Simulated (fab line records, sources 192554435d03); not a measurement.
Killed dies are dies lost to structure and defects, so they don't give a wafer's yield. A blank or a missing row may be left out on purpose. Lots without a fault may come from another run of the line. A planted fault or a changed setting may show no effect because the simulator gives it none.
Chamber matching | flow n5_finfet | N5_BEOL_M5_DESCUM_33 on rie_diel-03: 4 sister chambers
The step chemistry O2, time 7 s. 16 wafers are shown with their chamber, then 8 later ones without.

WAFERS WITH THEIR CHAMBER
wafer  | chamber | showerhead_plenum_p_Torr (Torr) | drypump_motor_current_A (A) | oes_product_au (a.u.)
L077.1 | 1       | 2.00                            | 6.21                        | 0.70
L077.2 | 2       | 2.25                            | 5.53                        | 0.91
L077.3 | 0       | 2.06                            | 5.39                        | 0.72
L077.4 | 3       | 2.07                            | 5.23                        | 0.74
L077.5 | 0       | 2.06                            | 5.37                        | 0.71
L077.6 | 1       | 2.00                            | 6.24                        | 0.71
L080.2 | 2       | 2.25                            | 5.53                        | 0.91
L080.3 | 0       | 2.05                            | 5.40                        | 0.70
L080.6 | 3       | 2.07                            | 5.26                        | 0.73
L083.3 | 3       | 2.07                            | 5.23                        | 0.73
L083.4 | 3       | 2.07                            | 5.22                        | 0.73
L083.5 | 1       | 2.00                            | 6.20                        | 0.69
L084.1 | 0       | 2.05                            | 5.40                        | 0.70
L084.2 | 1       | 2.00                            | 6.22                        | 0.69
L084.4 | 1       | 2.00                            | 6.21                        | 0.69
L087.4 | 0       | 2.05                            | 5.39                        | 0.69

SIGNATURES (means of the wafers above)
reading                  | chamber 0 | chamber 1 | chamber 2 | chamber 3 | scatter within a chamber
showerhead_plenum_p_Torr | 2.0540    | 2.0000    | 2.2500    | 2.0700    | 0.00316
drypump_motor_current_A  | 5.3900    | 6.2160    | 5.5300    | 5.2350    | 0.0142
oes_product_au           | 0.7040    | 0.6960    | 0.9100    | 0.7325    | 0.00873
Rule: a wafer's distance from a chamber is the root of the sum, over the readings, of the square of ((its reading less the chamber's mean) divided by the reading's scatter). The wafer belongs to the nearest chamber; if the next one is less than 2 further off, it can't be placed. The scatter: the root of (the sum of the squares of (reading less its chamber's mean) over the shown wafers, divided by (wafers less chambers)).

WAFERS WITHOUT THEIR CHAMBER
wafer  | showerhead_plenum_p_Torr (Torr) | drypump_motor_current_A (A) | oes_product_au (a.u.)
L087.5 | 2.06                            | 5.25                        | 0.73
L087.6 | 1.99                            | 6.23                        | 0.69
L093.1 | 2.04                            | 5.37                        | 0.68
L093.3 | 2.06                            | 5.23                        | 0.71
L093.4 | 2.24                            | 5.52                        | 0.86
L095.2 | 2.06                            | 5.26                        | 0.71
L095.3 | 2.04                            | 5.37                        | 0.67
L095.5 | 2.04                            | 5.37                        | 0.69

WHICH CHAMBER EACH WENT THROUGH
wafer  | from the rows above | in truth
L087.5 | 3                   | 3
L087.6 | 1                   | 1
L093.1 | 0                   | 0
L093.3 | 3                   | 3
L093.4 | 2                   | 2
L095.2 | 3                   | 3
L095.3 | 0                   | 0
L095.5 | 0                   | 0
Placed correctly: 8 of 8. Can't be placed from these rows: 0. Placed wrongly: 0.
